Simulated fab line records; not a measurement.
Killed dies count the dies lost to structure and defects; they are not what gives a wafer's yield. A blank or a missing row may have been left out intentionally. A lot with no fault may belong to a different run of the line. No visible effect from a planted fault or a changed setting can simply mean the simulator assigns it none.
fab line records | flow nand_harc | part 1 of 2: steps 1 to 22 of 34
record lots=5 | wafers=15 | last_day=32
route steps=1302 shown A_M0@1168 A_M1@1169 A_BONDPAD@1202
lots that met no fault: from a run of the same line without faults
start_h: start of the lot's first displayed wafer, in hours after the record's first day | wait_h: how many hours have passed since the lot's step before this one | " as in the row above | L1.1+2: a single row standing in for several wafers | - no value, or no start was given | * or withheld: withheld | < > ~ a bound
route shown NAME@n: NAME is a module with steps in the file, n the number in the route of the first one | usual: mean/standard deviation taken from wafers without a fault | same: alike in all rows | chamber/n: place in a boat | sites: the reading at each site | _std_site: the values' standard deviation | _edge_site: mean of outer sites minus mean of inner sites | radius_mm: for every site, how far away it sits from the centre of the wafer | mask NAME#n: copy n | behind: the most recent tool/chamber to have shaped the wafer | hold: reason for holding the lot/hours on hold/outcome of the hold | device: the n, p or np transistor that did not switch | end of line: at the end of the route, the tests of the same wafers | a step with no rows: only its recipe | killed: count of dies lost to structure and defects at first sort (not the wafer's yield) | map: shows each die of a wafer: x if killed, . if not, _ if none is there
set.NAME: the setting as run; set.NAME@STEP: as run at that earlier step | model.NAME: the simulator's own value behind a step, which no gauge read
a table for each step, a row for each wafer; lots at some steps of the route
services: from which hour (start_h, from the record's first day; less than 0 if before it) a tool's chamber was out of use, for how many hours, and why
## steps
# step NHARC_A_M0_DEP_32
# recipe target_thk_a=300 | temp_c=370 | target_thk_nm=30 | pressure_torr=3 | flow_sccm=200 | rf_w=450 | material=SiCN
# usual heater_power_outer_w=335/53 | heater_power_w=588/79
lot.wafer | tool     | chamber | start_h | wait_h | heater_power_outer_w | heater_power_w
L075.2    | pecvd-04 | 1       | 548.43  | 0.1    | 348                  | 607
L075.3    | "        | 2       | "       | "      | 268                  | 547
L075.6    | "        | 1       | "       | "      | 346                  | 596
L083.3    | pecvd-04 | 0       | 630.27  | 0.1    | 345                  | 631
L083.1    | "        | 1       | "       | "      | 290                  | 538
L083.6    | "        | 1       | "       | "      | 300                  | 536
L088.1    | pecvd-02 | 0       | 669.10  | 0.1    | 311                  | 551
L088.2    | "        | 1       | "       | "      | 299                  | 477
L088.5    | "        | 2       | "       | "      | 408                  | 766
L089.3    | pecvd-02 | 1       | 675.42  | 0.1    | 346                  | 534
L089.4    | "        | 2       | "       | "      | 361                  | 696
L089.5    | "        | 0       | "       | "      | 243                  | 458
L094.2    | pecvd-04 | 0       | 738.18  | 0.1    | 346                  | 639
L094.3    | "        | 1       | "       | "      | 319                  | 570
L094.5    | "        | 1       | "       | "      | 312                  | 564
# step NHARC_A_M1_DEP_00
# recipe target_thk_a=1825 | target_thk_nm=182.5 | temp_c=withheld | pressure_torr=5 | flow_sccm=200 | rf_w=600 | material=SiOC
lot.wafer  | tool     | chamber | start_h | wait_h
L075.2+3+6 | pecvd-02 | 0,2,2   | 548.85  | -
L083.3+1+6 | pecvd-01 | 1,2,0   | 630.77  | -
L088.1+2+5 | pecvd-01 | 0,1,1   | 669.47  | -
L089.3+4+5 | pecvd-02 | 2,2,1   | -       | -
L094.2+3+5 | pecvd-01 | 2,1,1   | 738.59  | -
# step NHARC_A_M1_DEHYDRATE_01
# recipe temp_c=150 | time_s=120
# usual exhaust_pa=44.8/0.79
lot.wafer | tool           | chamber | start_h | wait_h | exhaust_pa
L075.2    | litho_track-01 | 0       | 549.25  | -      | 43.7
L075.3    | "              | 0       | "       | "      | 45.1
L075.6    | "              | 0       | "       | "      | 44.1
L083.1    | litho_track-04 | 0       | 631.17  | -      | 44.8
L083.3    | "              | 0       | "       | "      | 44.6
L083.6    | "              | 0       | "       | "      | 46.1
L088.1    | litho_track-04 | 0       | 669.88  | -      | 44.7
L088.2    | "              | 0       | "       | "      | 45.0
L088.5    | "              | 0       | "       | "      | 44.9
L089.3    | litho_track-06 | 0       | 676.14  | -      | 45.2
L089.4    | "              | 0       | "       | "      | 45.3
L089.5    | "              | 0       | "       | "      | 45.7
L094.2    | litho_track-01 | 0       | 739.00  | -      | 44.6
L094.3    | "              | 0       | "       | "      | 43.5
L094.5    | "              | 0       | "       | "      | 44.3
# step NHARC_A_M1_HMDS_02
# recipe time_s=30
# usual exhaust_pa=45.1/0.91
lot.wafer | tool           | chamber | start_h | wait_h | exhaust_pa
L075.2    | litho_track-01 | 0       | -       | -      | 45.1
L075.3    | "              | 0       | "       | "      | 45.6
L075.6    | "              | 0       | "       | "      | 44.9
L083.1    | litho_track-04 | 0       | -       | -      | 44.5
L083.3    | "              | 0       | "       | "      | 45.0
L083.6    | "              | 0       | "       | "      | 46.1
L088.1    | litho_track-04 | 0       | -       | -      | 44.6
L088.2    | "              | 0       | "       | "      | 44.9
L088.5    | "              | 0       | "       | "      | 45.6
L089.3    | litho_track-06 | 0       | -       | -      | 44.6
L089.4    | "              | 0       | "       | "      | 44.6
L089.5    | "              | 0       | "       | "      | 44.5
L094.2    | litho_track-01 | 0       | -       | -      | 44.4
L094.3    | "              | 0       | "       | "      | 46.2
L094.5    | "              | 0       | "       | "      | 45.7
# step NHARC_A_M1_COAT_34
# recipe temp_c=200 | time_s=65
# usual exhaust_pa=45.1/0.81
lot.wafer | tool           | chamber | start_h | wait_h | exhaust_pa
L075.2    | litho_track-01 | 0       | -       | -      | 44.3
L075.3    | "              | 0       | "       | "      | 43.9
L075.6    | "              | 0       | "       | "      | 44.5
L083.1    | litho_track-04 | 0       | -       | -      | 44.2
L083.3    | "              | 0       | "       | "      | 44.2
L083.6    | "              | 0       | "       | "      | 43.9
L088.1    | litho_track-04 | 0       | -       | -      | 44.8
L088.2    | "              | 0       | "       | "      | 45.1
L088.5    | "              | 0       | "       | "      | 45.7
L089.3    | litho_track-06 | 0       | -       | -      | 46.7
L089.4    | "              | 0       | "       | "      | 46.2
L089.5    | "              | 0       | "       | "      | 46.7
L094.2    | litho_track-01 | 0       | -       | -      | 45.4
L094.3    | "              | 0       | "       | "      | 44.9
L094.5    | "              | 0       | "       | "      | 44.1
# step NHARC_A_M1_COAT_03
# recipe spin_rpm=1500 | resist_thk_nm=90
# usual dispense_pressure_kPa=46/3.6 | exhaust_pa=44.8/0.96
lot.wafer | tool           | chamber | start_h | wait_h | dispense_pressure_kPa | exhaust_pa
L075.2    | litho_track-01 | 0       | -       | -      | 50                    | 44.3
L075.3    | "              | 0       | "       | "      | 50                    | 43.3
L075.6    | "              | 0       | "       | "      | 50                    | 44.4
L083.1    | litho_track-04 | 0       | -       | -      | 42                    | 45.4
L083.3    | "              | 0       | "       | "      | 42                    | 45.2
L083.6    | "              | 0       | "       | "      | 42                    | 46.0
L088.1    | litho_track-04 | 0       | -       | -      | 42                    | 45.5
L088.2    | "              | 0       | "       | "      | 42                    | 44.5
L088.5    | "              | 0       | "       | "      | 42                    | 45.0
L089.3    | litho_track-06 | 0       | -       | -      | 45                    | 46.4
L089.4    | "              | 0       | "       | "      | 45                    | 45.9
L089.5    | "              | 0       | "       | "      | 45                    | 45.4
L094.2    | litho_track-01 | 0       | -       | -      | 50                    | 44.6
L094.3    | "              | 0       | "       | "      | 50                    | 44.3
L094.5    | "              | 0       | "       | "      | 50                    | 44.5
# step NHARC_A_M1_SOFTBAKE_04
# recipe temp_c=105 | time_s=55
# usual exhaust_pa=45.1/0.88
lot.wafer | tool           | chamber | start_h | wait_h | exhaust_pa
L075.2    | litho_track-01 | 0       | -       | -      | 44.2
L075.3    | "              | 0       | "       | "      | 44.9
L075.6    | "              | 0       | "       | "      | 44.6
L083.1    | litho_track-04 | 0       | -       | -      | 44.4
L083.3    | "              | 0       | "       | "      | 45.7
L083.6    | "              | 0       | "       | "      | 45.8
L088.1    | litho_track-04 | 0       | -       | -      | 44.8
L088.2    | "              | 0       | "       | "      | 45.8
L088.5    | "              | 0       | "       | "      | 45.5
L089.3    | litho_track-06 | 0       | -       | -      | 44.8
L089.4    | "              | 0       | "       | "      | 44.4
L089.5    | "              | 0       | "       | "      | 43.2
L094.2    | litho_track-01 | 0       | -       | -      | 46.7
L094.3    | "              | 0       | "       | "      | 46.0
L094.5    | "              | 0       | "       | "      | 45.2
# step NHARC_A_M1_EBR_05
# usual exhaust_pa=45.0/0.92
lot.wafer | tool           | chamber | start_h | wait_h | exhaust_pa
L075.2    | litho_track-01 | 0       | -       | -      | 44.5
L075.3    | "              | 0       | "       | "      | 44.6
L075.6    | "              | 0       | "       | "      | 45.4
L083.1    | litho_track-04 | 0       | -       | -      | 45.4
L083.3    | "              | 0       | "       | "      | 44.3
L083.6    | "              | 0       | "       | "      | 44.4
L088.1    | litho_track-04 | 0       | -       | -      | 44.8
L088.2    | "              | 0       | "       | "      | 45.4
L088.5    | "              | 0       | "       | "      | 45.0
L089.3    | litho_track-06 | 0       | -       | -      | 45.6
L089.4    | "              | 0       | "       | "      | 44.3
L089.5    | "              | 0       | "       | "      | 44.9
L094.2    | litho_track-01 | 0       | -       | -      | 43.9
L094.3    | "              | 0       | "       | "      | 45.0
L094.5    | "              | 0       | "       | "      | 45.4
# step NHARC_A_M1_EXPOSE_06
# recipe na=1.35 | target_cd_nm=120 | dose_mj=75.13 | mask_id=A_M1
lot.wafer  | tool            | chamber | start_h | wait_h | mask
L075.2+3+6 | arfi_scanner-01 | 0       | 549.42  | -      | A_M1#0
L083.1+3+6 | arfi_scanner-01 | 0       | 631.34  | -      | A_M1#0
L088.1+2+5 | arfi_scanner-02 | 0       | 670.17  | -      | A_M1#0
L089.3+4+5 | arfi_scanner-01 | 0       | 676.43  | -      | A_M1#0
L094.2+3+5 | arfi_scanner-01 | 0       | 739.29  | -      | A_M1#0
# step NHARC_A_M1_PEB_07
# recipe peb_temp_c=100 | peb_time_s=65
# usual exhaust_pa=44.8/0.93
lot.wafer | tool           | chamber | start_h | wait_h | exhaust_pa
L075.2    | litho_track-06 | 0       | 549.47  | 0.1    | 46.6
L075.3    | "              | 0       | "       | "      | 45.3
L075.6    | "              | 0       | "       | "      | 45.7
L083.1    | litho_track-01 | 0       | 631.40  | 0.1    | 44.6
L083.3    | "              | 0       | "       | "      | 44.9
L083.6    | "              | 0       | "       | "      | 43.3
L088.1    | litho_track-04 | 0       | 670.23  | 0.1    | 46.0
L088.2    | "              | 0       | "       | "      | 46.5
L088.5    | "              | 0       | "       | "      | 45.2
L089.3    | litho_track-06 | 0       | 676.48  | 0.0    | 44.8
L089.4    | "              | 0       | "       | "      | 46.5
L089.5    | "              | 0       | "       | "      | 43.7
L094.2    | litho_track-01 | 0       | 739.35  | 0.1    | 44.5
L094.3    | "              | 0       | "       | "      | 45.1
L094.5    | "              | 0       | "       | "      | 45.7
# step NHARC_A_M1_DEVELOP_08
# recipe develop_time_s=35 | dev_temp_c=23
# usual exhaust_pa=44.9/0.96
# same develop_time_s=35
lot.wafer | tool           | chamber | start_h | wait_h | exhaust_pa
L075.2    | litho_track-06 | 0       | -       | -      | 46.6
L075.3    | "              | 0       | "       | "      | 44.3
L075.6    | "              | 0       | "       | "      | 45.5
L083.1    | litho_track-01 | 0       | -       | -      | 45.3
L083.3    | "              | 0       | "       | "      | 43.3
L083.6    | "              | 0       | "       | "      | 44.3
L088.1    | litho_track-04 | 0       | -       | -      | 44.9
L088.2    | "              | 0       | "       | "      | 44.3
L088.5    | "              | 0       | "       | "      | 44.3
L089.3    | litho_track-06 | 0       | -       | -      | 44.8
L089.4    | "              | 0       | "       | "      | 43.6
L089.5    | "              | 0       | "       | "      | 44.1
L094.2    | litho_track-01 | 0       | -       | -      | 43.1
L094.3    | "              | 0       | "       | "      | 44.4
L094.5    | "              | 0       | "       | "      | 45.0
# step NHARC_A_M1_CD_MEAS_09
# recipe target_cd_nm=120 | landing_energy_ev=500
# usual cd_nm=120.3/0.71
lot.wafer | tool      | chamber | start_h | wait_h | cd_nm
L075.2    | cd_sem-01 | 0       | 549.56  | -      | 120.0
L075.3    | "         | 0       | "       | "      | 118.8
L075.6    | "         | 0       | "       | "      | 120.5
L083.1    | cd_sem-01 | 0       | 631.48  | -      | 120.8
L083.3    | "         | 0       | "       | "      | 120.5
L083.6    | "         | 0       | "       | "      | 120.8
L088.1    | cd_sem-03 | 0       | 670.32  | -      | 120.2
L088.2    | "         | 0       | "       | "      | 120.8
L088.5    | "         | 0       | "       | "      | 119.7
L089.3    | cd_sem-03 | 0       | 676.57  | -      | 120.6
L089.4    | "         | 0       | "       | "      | 119.8
L089.5    | "         | 0       | "       | "      | 121.5
L094.2    | cd_sem-01 | 0       | 739.43  | -      | 119.9
L094.3    | "         | 0       | "       | "      | 121.6
L094.5    | "         | 0       | "       | "      | 121.6
# step NHARC_A_M1_OVL_MEAS_10
# recipe pitch_nm=240
# usual overlay_x_nm=0.1/0.86 | overlay_y_nm=-0.2/0.92
lot.wafer | tool       | chamber | start_h | wait_h | overlay_x_nm | overlay_y_nm
L075.2    | overlay-02 | -       | 549.64  | -      | 0.4          | 0.5
L075.3    | "          | -       | "       | "      | -0.1         | 0.2
L075.6    | "          | -       | "       | "      | 0.2          | 0.5
L083.1    | overlay-01 | -       | 631.56  | -      | -0.7         | 1.0
L083.3    | "          | -       | "       | "      | -0.6         | 0.8
L083.6    | "          | -       | "       | "      | -0.2         | 0.5
L088.1    | overlay-01 | -       | 670.41  | -      | 0.1          | -1.6
L088.2    | "          | -       | "       | "      | 0.8          | -1.8
L088.5    | "          | -       | "       | "      | 0.5          | -2.2
L089.3    | overlay-01 | -       | 676.65  | -      | 0.2          | 0.6
L089.4    | "          | -       | "       | "      | 0.9          | 0.3
L089.5    | "          | -       | "       | "      | 0.5          | 0.1
L094.2    | overlay-01 | -       | 739.52  | -      | -1.6         | -0.8
L094.3    | "          | -       | "       | "      | -0.8         | -1.3
L094.5    | "          | -       | "       | "      | -1.8         | -0.8
# step NHARC_A_M1_INSPECT_11
# usual raw_defect_count=86/28
lot.wafer | tool              | chamber | start_h | wait_h | raw_defect_count
L075.2    | defect_inspect-01 | -       | 549.68  | 0.0    | 53
L075.3    | "                 | -       | "       | "      | 58
L075.6    | "                 | -       | "       | "      | 58
L083.1    | defect_inspect-02 | -       | 631.60  | 0.0    | 101
L083.3    | "                 | -       | "       | "      | 83
L083.6    | "                 | -       | "       | "      | 110
L088.1    | defect_inspect-02 | -       | 670.45  | 0.0    | 90
L088.2    | "                 | -       | "       | "      | 80
L088.5    | "                 | -       | "       | "      | 64
L089.3    | defect_inspect-02 | -       | 676.69  | 0.0    | 117
L089.4    | "                 | -       | "       | "      | 111
L089.5    | "                 | -       | "       | "      | 108
L094.2    | defect_inspect-01 | -       | 739.56  | 0.0    | 31
L094.3    | "                 | -       | "       | "      | 24
L094.5    | "                 | -       | "       | "      | 39
# step NHARC_A_M1_DESCUM_14
# recipe time_s=3 | o2_flow_sccm=200 | ar_flow_sccm=0 | bias_power_w=0 | chemistry=O2
# usual drypump_motor_current_A=6.0/0.43 | mfc_ar_sccm=0.010/0.013 | oes_product_au=1.002/0.015 | rf_vpp_V=57.7/0.89 | showerhead_plenum_p_Torr=1.89/0.072 | throttle_valve_pct=11.311/0.0091
lot.wafer | tool        | chamber | start_h | wait_h | drypump_motor_current_A | mfc_ar_sccm | oes_product_au | rf_hours_counter_h | rf_vpp_V | showerhead_plenum_p_Torr | throttle_valve_pct
L075.3    | rie_diel-13 | 0       | 549.75  | 0.1    | 5.8                     | 0           | 1.017          | 0.9                | 57.4     | 2.04                     | 11.298
L075.2    | "           | 1       | "       | "      | 5.9                     | 0.008       | 0.975          | 1.0                | 56.9     | 1.91                     | 11.316
L075.6    | "           | 3       | "       | "      | 6.3                     | 0           | 0.989          | -                  | 58.2     | 1.86                     | 11.317
L083.1    | rie_diel-11 | 3       | 631.67  | 0.1    | 6.4                     | 0.006       | 1.014          | 0.4                | 57.3     | 1.83                     | 11.332
L083.3    | "           | 1       | "       | "      | 6.5                     | 0           | 0.983          | 0.5                | 57.8     | 1.94                     | 11.318
L083.6    | "           | 3       | "       | "      | 6.4                     | 0.006       | 1.023          | -                  | 56.6     | 1.83                     | 11.304
L088.1    | rie_diel-01 | 3       | 670.51  | 0.1    | 5.2                     | 0           | 1.010          | 5.0                | 59.8     | 2.05                     | 11.330
L088.2    | "           | 1       | "       | "      | 5.7                     | 0.017       | 0.983          | 4.8                | 57.1     | 1.80                     | 11.307
L088.5    | "           | 3       | "       | "      | 5.2                     | 0           | 1.008          | -                  | 57.6     | 2.05                     | 11.314
L089.3    | rie_diel-11 | 1       | 676.76  | 0.1    | 6.6                     | 0           | 0.973          | 1.8                | 57.7     | 1.94                     | 11.330
L089.4    | "           | 2       | "       | "      | 5.6                     | 0.032       | 1.008          | 1.8                | 57.9     | 1.88                     | 11.297
L089.5    | "           | 0       | "       | "      | 5.7                     | 0           | 0.995          | -                  | 58.2     | 1.89                     | 11.307
L094.2    | rie_diel-11 | 3       | 739.62  | 0.1    | 6.4                     | 0.006       | 1.015          | 3.6                | 57.9     | 1.83                     | 11.297
L094.3    | "           | 0       | "       | "      | 5.7                     | 0           | 0.984          | 3.5                | 57.8     | 1.89                     | 11.291
L094.5    | "           | 0       | "       | "      | 5.7                     | 0           | 0.995          | -                  | 58.5     | 1.89                     | 11.296
# step NHARC_A_M1_ETCH_35
# recipe target_depth_a=400 | overetch_a=120 | time_s=43.94 | ion_energy_ev=200 | n2_flow_sccm=150 | h2_flow_sccm=150 | ar_flow_sccm=0 | rf_w=400 | bias_w=150 | chemistry=N2/H2
# usual drypump_motor_current_A=6.0/0.42 | mfc_ar_sccm=0.010/0.012 | n2_flow_sccm=150.0/0.45 | oes_product_au=1.001/0.015 | rf_vpp_V=429.7/2.2 | showerhead_plenum_p_Torr=2.01/0.076 | throttle_valve_pct=14.171/0.0086
lot.wafer | tool        | chamber | start_h | wait_h | drypump_motor_current_A | mfc_ar_sccm | n2_flow_sccm | oes_product_au | rf_hours_counter_h | rf_vpp_V | showerhead_plenum_p_Torr | throttle_valve_pct
L075.2    | rie_diel-13 | 3       | 549.83  | 0.1    | 6.4                     | 0           | 150.1        | 0.980          | 1.0                | 430.1    | 1.98                     | 14.176
L075.3    | "           | 0       | "       | "      | 5.8                     | 0           | 150.3        | 1.016          | 0.9                | 433.4    | 2.18                     | 14.179
L075.6    | "           | 2       | "       | "      | 6.1                     | 0.024       | 149.9        | 1.025          | -                  | 431.0    | 2.08                     | 14.168
L083.3    | rie_diel-11 | 1       | 631.75  | 0.1    | 6.6                     | 0           | 150.5        | 0.987          | 0.5                | 431.1    | 2.07                     | 14.166
L083.1    | "           | 3       | "       | "      | 6.4                     | 0.006       | 150.0        | 1.020          | 0.4                | 427.8    | 1.95                     | 14.156
L083.6    | "           | 0       | "       | "      | 5.7                     | 0           | 150.2        | 0.985          | -                  | 430.2    | 2.01                     | 14.164
L088.1    | rie_diel-01 | 0       | 670.60  | 0.1    | 6.6                     | 0.027       | 149.4        | 0.986          | 4.8                | 429.7    | 2.02                     | 14.159
L088.2    | "           | 3       | "       | "      | 5.3                     | 0           | 149.8        | 1.007          | 5.0                | 434.3    | 2.18                     | 14.171
L088.5    | "           | 1       | "       | "      | 5.8                     | 0.017       | 149.7        | 0.973          | -                  | 426.6    | 1.92                     | 14.171
L089.3    | rie_diel-11 | 2       | 676.83  | 0.1    | 5.6                     | 0.032       | 150.4        | 1.002          | 1.8                | 429.2    | 2.00                     | 14.171
L089.4    | "           | 0       | "       | "      | 5.7                     | 0           | 149.6        | 1.000          | 1.7                | 430.6    | 2.01                     | 14.155
L089.5    | "           | 3       | "       | "      | 6.4                     | 0.006       | 151.3        | 1.038          | -                  | 428.0    | 1.95                     | 14.166
L094.3    | rie_diel-11 | 0       | 739.73  | 0.1    | 5.7                     | 0           | 149.6        | 0.985          | 3.5                | 429.1    | 2.01                     | 14.158
L094.2    | "           | 2       | "       | "      | 5.6                     | 0.032       | 150.3        | 1.017          | 3.6                | 428.3    | 2.00                     | 14.182
L094.5    | "           | 0       | "       | "      | 5.7                     | 0           | 150.4        | 0.983          | -                  | 430.4    | 2.01                     | 14.172
# step NHARC_A_M1_ETCH_15
# recipe target_depth_a=1825 | time_s=91.2 | c4f8_flow_sccm=withheld | ar_flow_sccm=400 | rf_w=600 | bias_w=300 | chemistry=C4F8/Ar
# usual oes_product_au=0.959/0.024 | rf_vpp_V=440.2/2.4
lot.wafer | tool        | chamber | start_h | wait_h | oes_product_au | rf_hours_counter_h | rf_vpp_V
L075.3    | rie_diel-13 | 0       | -       | -      | 0.970          | 0.9                | 445.6
L075.2    | "           | 2       | "       | "      | 0.992          | 1.2                | 441.7
L075.6    | "           | 0       | "       | "      | 0.986          | -                  | 445.8
L083.1    | rie_diel-11 | 3       | -       | -      | 0.973          | 0.4                | 438.8
L083.3    | "           | 0       | "       | "      | 0.975          | 0.4                | 440.8
L083.6    | "           | 0       | "       | "      | 0.973          | -                  | 440.3
L088.1    | rie_diel-01 | 1       | -       | -      | 0.907          | 4.8                | 436.3
L088.2    | "           | 0       | "       | "      | 0.917          | 4.8                | 440.3
L088.5    | "           | 2       | "       | "      | 0.934          | -                  | 437.2
L089.4    | rie_diel-11 | 3       | -       | -      | 0.956          | 1.8                | 437.3
L089.3    | "           | 0       | "       | "      | 0.923          | 1.7                | 440.7
L089.5    | "           | 3       | "       | "      | 0.948          | -                  | 437.3
L094.2    | rie_diel-11 | 3       | -       | -      | 0.941          | 3.6                | 438.4
L094.3    | "           | 2       | "       | "      | 0.924          | 3.6                | 438.1
L094.5    | "           | 2       | "       | "      | 0.923          | -                  | 440.0
# step NHARC_A_M1_CD_MEAS_16
# usual cd_nm=120.2/0.97
lot.wafer | tool      | chamber | start_h | wait_h | cd_nm
L075.2    | cd_sem-02 | -       | 550.05  | -      | 118.7
L075.3    | "         | -       | "       | "      | 119.8
L075.6    | "         | -       | "       | "      | 119.4
L083.1    | cd_sem-02 | -       | 631.97  | -      | 121.9
L083.3    | "         | -       | "       | "      | 120.6
L083.6    | "         | -       | "       | "      | 121.4
L088.1    | cd_sem-03 | -       | 670.82  | -      | 118.9
L088.2    | "         | -       | "       | "      | 120.8
L088.5    | "         | -       | "       | "      | 119.3
L089.3    | cd_sem-01 | -       | 677.06  | -      | 119.9
L089.4    | "         | -       | "       | "      | 120.6
L089.5    | "         | -       | "       | "      | 120.6
L094.2    | cd_sem-03 | -       | 739.97  | -      | 121.0
L094.3    | "         | -       | "       | "      | 121.0
L094.5    | "         | -       | "       | "      | 121.2
# step NHARC_A_M1_STRIP_18
# recipe power_w=1000 | n2_flow_sccm=150 | h2_flow_sccm=150 | ar_flow_sccm=0 | bias_w=0 | chemistry=N2/H2
# usual drypump_motor_current_A=5.9/0.4 | mfc_ar_sccm=0.010/0.012 | n2_flow_sccm=150.0/0.46 | oes_product_au=1.001/0.015 | rf_vpp_V=90.5/1 | showerhead_plenum_p_Torr=2.02/0.093 | throttle_valve_pct=14.171/0.0079
lot.wafer | tool        | chamber | start_h | wait_h | drypump_motor_current_A | mfc_ar_sccm | n2_flow_sccm | oes_product_au | rf_hours_counter_h | rf_vpp_V | showerhead_plenum_p_Torr | throttle_valve_pct
L075.3    | rie_diel-01 | 1       | 550.12  | 0.1    | 5.7                     | 0.017       | 150.8        | 1.007          | 9.5                | 89.2     | 1.92                     | 14.173
L075.2    | "           | 3       | "       | "      | 5.2                     | 0           | 150.2        | 1.004          | 11.2               | 93.6     | 2.19                     | 14.179
L075.6    | "           | 2       | "       | "      | 5.6                     | 0           | 150.3        | 0.999          | -                  | 91.1     | 1.89                     | 14.159
L083.3    | rie_diel-01 | 2       | 632.04  | 0.1    | 5.7                     | 0           | 149.9        | 1.023          | 3.2                | 89.5     | 1.89                     | 14.157
L083.1    | "           | 1       | "       | "      | 5.7                     | 0.017       | 150.6        | 0.992          | 2.9                | 90.3     | 1.92                     | 14.173
L083.6    | "           | 3       | "       | "      | 5.2                     | 0           | 149.4        | 0.995          | -                  | 93.5     | 2.19                     | 14.185
L088.2    | rie_diel-11 | 3       | 670.93  | 0.1    | 6.4                     | 0.006       | 149.3        | 1.034          | 1.3                | 89.5     | 1.95                     | 14.169
L088.1    | "           | 1       | "       | "      | 6.6                     | 0           | 150.1        | 0.987          | 1.5                | 90.0     | 2.07                     | 14.172
L088.5    | "           | 3       | "       | "      | 6.4                     | 0.006       | 149.6        | 1.030          | -                  | 91.6     | 1.95                     | 14.177
L089.3    | rie_diel-13 | 2       | 677.12  | 0.1    | 6.1                     | 0.024       | 149.5        | 1.013          | 7.2                | 91.8     | 2.08                     | 14.168
L089.4    | "           | 1       | "       | "      | 5.9                     | 0.008       | 150.3        | 0.984          | 7.7                | 90.1     | 2.03                     | 14.153
L089.5    | "           | 2       | "       | "      | 6.1                     | 0.024       | 149.6        | 1.011          | -                  | 90.9     | 2.08                     | 14.172
L094.2    | rie_diel-13 | 2       | 740.05  | 0.1    | 6.1                     | 0.024       | 150.2        | 1.005          | 1.9                | 89.3     | 2.07                     | 14.183
L094.3    | "           | 3       | "       | "      | 6.4                     | 0           | 149.9        | 0.991          | 2.9                | 90.0     | 1.98                     | 14.173
L094.5    | "           | 2       | "       | "      | 6.1                     | 0.024       | 150.5        | 1.005          | -                  | 91.0     | 2.07                     | 14.179
# step NHARC_A_M1_ETCH_28
# recipe target_depth_a=300 | over_etch_frac=0.3 | time_s=72.99 | ion_energy_ev=150 | cf4_flow_sccm=50 | n2_flow_sccm=100 | ar_flow_sccm=150 | rf_w=300 | bias_w=100 | chemistry=CF4/N2
# usual drypump_motor_current_A=5.9/0.41 | mfc_ar_sccm=150.0/0.46 | n2_flow_sccm=100.0/0.3 | oes_product_au=1.001/0.016 | rf_vpp_V=313.7/2 | showerhead_plenum_p_Torr=2.61/0.11 | throttle_valve_pct=19.794/0.0099
lot.wafer | tool        | chamber | start_h | wait_h | drypump_motor_current_A | mfc_ar_sccm | n2_flow_sccm | oes_product_au | rf_hours_counter_h | rf_vpp_V | showerhead_plenum_p_Torr | throttle_valve_pct
L075.2    | rie_diel-01 | 0       | -       | -      | 6.5                     | 150.0       | 99.9         | 0.997          | 10.2               | 314.7    | 2.60                     | 19.784
L075.3    | "           | 2       | "       | "      | 5.7                     | 150.0       | 100.2        | 1.002          | 10.9               | 311.0    | 2.45                     | 19.805
L075.6    | "           | 3       | "       | "      | 5.2                     | 149.2       | 99.8         | 1.003          | -                  | 317.0    | 2.80                     | 19.810
L083.1    | rie_diel-01 | 1       | -       | -      | 5.7                     | 150.5       | 99.7         | 0.996          | 3.0                | 310.5    | 2.48                     | 19.795
L083.3    | "           | 2       | "       | "      | 5.7                     | 150.7       | 99.6         | 1.022          | 3.2                | 312.0    | 2.45                     | 19.787
L083.6    | "           | 0       | "       | "      | 6.6                     | 151.0       | 100.1        | 1.007          | -                  | 313.8    | 2.60                     | 19.780
L088.1    | rie_diel-11 | 3       | -       | -      | 6.4                     | 149.7       | 99.6         | 1.041          | 1.3                | 312.4    | 2.52                     | 19.801
L088.2    | "           | 0       | "       | "      | 5.7                     | 149.7       | 99.6         | 1.002          | 1.4                | 312.7    | 2.59                     | 19.778
L088.5    | "           | 2       | "       | "      | 5.6                     | 150.3       | 100.1        | 1.012          | -                  | 312.4    | 2.58                     | 19.794
L089.3    | rie_diel-13 | 2       | -       | -      | 6.1                     | 150.7       | 100.5        | 1.018          | 7.3                | 314.2    | 2.67                     | 19.791
L089.4    | "           | 3       | "       | "      | 6.4                     | 150.1       | 100.1        | 0.973          | 6.9                | 312.9    | 2.56                     | 19.801
L089.5    | "           | 1       | "       | "      | 5.9                     | 149.8       | 99.0         | 0.982          | -                  | 312.6    | 2.62                     | 19.795
L094.2    | rie_diel-13 | 2       | -       | -      | 6.1                     | 151.1       | 99.9         | 1.014          | 2.0                | 313.9    | 2.67                     | 19.789
L094.3    | "           | 0       | "       | "      | 5.8                     | 149.9       | 100.1        | 0.995          | 2.8                | 317.0    | 2.79                     | 19.795
L094.5    | "           | 3       | "       | "      | 6.3                     | 149.7       | 100.2        | 1.003          | -                  | 313.8    | 2.55                     | 19.815
# step NHARC_A_M1_STRIP_19
# recipe time_s=600 | temp_c=30 | chemistry=post_etch_residue_remover
lot.wafer  | tool         | chamber | start_h | wait_h
L075.2+6+3 | wet_bench-10 | 7,1,3   | 550.49  | -
L083.6+1+3 | wet_bench-10 | 5,7,1   | 632.41  | -
L088.5+1+2 | wet_bench-08 | 0,1,5   | 671.28  | -
L089.3+5+4 | wet_bench-10 | 7,1,2   | 677.49  | -
L094.2+3+5 | wet_bench-10 | 7,1,2   | 740.43  | -
# step NHARC_A_M1_DEGAS_29
# recipe temp_c=250 | time_s=60
# usual heater_power_w=339/45
lot.wafer | tool           | chamber | start_h | wait_h | heater_power_w
L075.2    | pvd_sputter-01 | -       | 550.75  | -      | 360
L075.3    | "              | -       | "       | "      | 314
L075.6    | "              | -       | "       | "      | 357
L083.3    | pvd_sputter-02 | -       | 632.68  | -      | 301
L083.1    | "              | -       | "       | "      | 283
L083.6    | "              | -       | "       | "      | 343
L088.1    | pvd_sputter-02 | -       | 671.55  | -      | 281
L088.2    | "              | -       | "       | "      | 387
L088.5    | "              | -       | "       | "      | 280
L089.3    | pvd_sputter-03 | -       | 677.76  | -      | 377
L089.4    | "              | -       | "       | "      | 441
L089.5    | "              | -       | "       | "      | 345
L094.3    | pvd_sputter-03 | -       | 740.70  | -      | 298
L094.2    | "              | -       | "       | "      | 421
L094.5    | "              | -       | "       | "      | 373
